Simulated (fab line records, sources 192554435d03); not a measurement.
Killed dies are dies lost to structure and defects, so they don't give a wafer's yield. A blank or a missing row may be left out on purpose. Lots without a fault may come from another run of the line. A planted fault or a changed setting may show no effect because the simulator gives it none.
Chamber matching | flow n5_finfet | N5_BEOL_M2_ETCHBACK_99 on rie_diel-06: 4 sister chambers
The step etches SiO2 in CHF3, target depth 5 nm, time 10.4 s. 14 wafers are shown with their chamber, then 7 later ones without.

WAFERS WITH THEIR CHAMBER
wafer  | chamber | drypump_motor_current_A (A) | throttle_valve_pct (%) | showerhead_plenum_p_Torr (Torr)
L075.1 | 2       | 6.6                         | 17.08                  | 2.04
L075.4 | 0       | 5.6                         | 17.20                  | 2.18
L075.6 | 3       | 5.5                         | 17.34                  | 2.06
L076.3 | 1       | 4.9                         | 17.46                  | 2.09
L076.5 | 3       | 5.4                         | 17.37                  | 2.06
L076.6 | 0       | 5.6                         | 17.20                  | 2.18
L086.1 | 2       | 6.6                         | 16.70                  | 2.30
L086.3 | 3       | 5.5                         | 17.37                  | 2.05
L086.5 | 3       | 5.4                         | 17.39                  | 2.05
L088.2 | 2       | 6.6                         | 16.72                  | 2.30
L088.4 | 0       | 5.6                         | 17.26                  | 2.17
L088.5 | 0       | 5.6                         | 17.25                  | 2.17
L090.1 | 2       | 6.7                         | 16.73                  | 2.29
L090.3 | 3       | 5.4                         | 17.41                  | 2.04

SIGNATURES (means of the wafers above)
reading                  | chamber 0 | chamber 1 | chamber 2 | chamber 3 | scatter within a chamber
drypump_motor_current_A  | 5.600     | 4.900     | 6.625     | 5.440     | 0.0442
throttle_valve_pct       | 17.2275   | 17.4600   | 16.8075   | 17.3760   | 0.103
showerhead_plenum_p_Torr | 2.1750    | 2.0900    | 2.2325    | 2.0520    | 0.0706
Rule: a wafer's distance from a chamber is the root of the sum, over the readings, of the square of ((its reading less the chamber's mean) divided by the reading's scatter). The wafer belongs to the nearest chamber; if the next one is less than 2 further off, it can't be placed. The scatter: the root of (the sum of the squares of (reading less its chamber's mean) over the shown wafers, divided by (wafers less chambers)).

WAFERS WITHOUT THEIR CHAMBER
wafer  | drypump_motor_current_A (A) | throttle_valve_pct (%) | showerhead_plenum_p_Torr (Torr)
L090.5 | 4.9                         | 17.53                  | 2.08
L092.2 | 4.9                         | 17.54                  | 2.08
L092.3 | 4.9                         | 17.56                  | 2.08
L092.6 | 4.9                         | 17.54                  | 2.08
L097.2 | 5.4                         | 17.05                  | 2.31
L097.3 | 5.6                         | 17.28                  | 2.17
L097.5 | 4.9                         | 17.57                  | 2.07

WHICH CHAMBER EACH WENT THROUGH
wafer  | from the rows above     | in truth
L090.5 | 1                       | 1
L092.2 | 1                       | 1
L092.3 | 1                       | 1
L092.6 | 1                       | 1
L097.2 | can't be placed: 3 or 0 | 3
L097.3 | 0                       | 0
L097.5 | 1                       | 1
Placed correctly: 6 of 7. Can't be placed from these rows: 1 (the true chamber is among the candidates in 1). Placed wrongly: 0.
